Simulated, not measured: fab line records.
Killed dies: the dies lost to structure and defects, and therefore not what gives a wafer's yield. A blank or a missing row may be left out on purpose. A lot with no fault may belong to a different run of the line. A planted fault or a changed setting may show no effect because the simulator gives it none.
2 desks looking at one fault    flow n5_finfet    numbers are kept per desk, each desk with only its own; the story behind them comes last

== AT THE TOOL OWNER'S DESK: litho_track-02 ==
The tool's own readings at N5_BEOL_M1_COAT_05 (resist thk 30 nm): means of the sampled wafers that have a number, for each lot that ran on this tool. A lot is out of limits, marked OUT, if its mean lies more than 4 standard deviations from the usual mean; the brackets give that distance.
Columns: A = spin_speed_rpm at N5_BEOL_M1_COAT_05, usual 1500.0 rpm
lot   first seen here  A
L671  day 6 02:19      1499.3
L676  day 7 08:43      1500.4
L678  day 7 23:08      1544.5 (+40) OUT
L683  day 9 02:31      1543.2 (+39) OUT
L693  day 11 13:13     1499.7
Finding of this desk: L678, L683 out of limits; the first was L678 at day 7 23:08, on spin_speed_rpm at N5_BEOL_M1_COAT_05. In limits: L671, L676, L693.

== FROM THE METROLOGY DESK ==
What the gauges read for every lot (on any tool): the sampled wafers with a number, averaged. A lot is out of limits, marked OUT, if its mean lies more than 4 standard deviations from the usual mean; the brackets give that distance. Readings shown: 7 of its 13, picked as those furthest out on some lot.
Columns: A = M1_ILD_THK at N5_BEOL_M1_THK_MEAS_01, usual 79.1 nm; B = DIBL_P at N5_BEOL_M4_RC_MEAS_101, usual 36.5 mV/V; C = IOFF_P at N5_BEOL_M4_RC_MEAS_101, usual 0.22 nA/um; D = ION_N at N5_BEOL_M4_RC_MEAS_101, usual 677 uA/um; E = ION_P at N5_BEOL_M4_RC_MEAS_101, usual 463 uA/um; F = SS_N at N5_BEOL_M4_RC_MEAS_101, usual 71.6 mV/dec; G = VT_P at N5_BEOL_M4_RC_MEAS_101, usual -250 mV
lot   first seen here  A     B     C     D    E    F     G
L671  day 6 01:17      80.6  33.3  0.17  662  450  70.9  -254
L676  day 7 08:00      78.6  36.2  0.22  685  471  71.6  -247
L678  day 7 22:47      79.1  34.4  0.19  673  460  71.1  -250
L683  day 9 01:32      79.8  34.8  0.22  665  456  72.0  -249
L686  day 9 21:05      79.2  37.9  0.21  681  461  71.5  -252
L690  day 10 12:17     79.4  37.5  0.29  691  478  71.6  -242
L689  day 10 12:40     79.0  37.5  0.22  673  463  72.1  -250
L691  day 11 04:57     79.1  36.3  0.19  677  465  71.1  -251
L692  day 11 11:31     77.6  34.5  0.20  656  460  71.2  -250
L693  day 11 11:59     77.3  37.6  0.25  681  471  71.9  -246
L694  day 12 00:08     79.5  37.8  0.24  667  461  72.4  -248
This desk's finding: nothing out of limits on any of the 11 lots.

== ALL TOGETHER ==
The tool owner's desk had the chance to raise an alarm at day 7 23:08 on L678, L683.
Metrology desk: nothing out of limits seen.
The metrology desk has L678, L683 on record, within its limits.
The lots listed all ran N5_BEOL_M1_COAT_05 on litho_track-02.

== WHAT THE SIMULATOR HAD INSERTED ==
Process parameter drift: litho_track-02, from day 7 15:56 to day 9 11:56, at N5_BEOL_M1_COAT_05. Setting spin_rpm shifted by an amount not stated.
Lots struck among those shown: L678, L683.
Delay in hours, fault start to first out-of-limits reading, by desk: the tool owner's desk at 7.
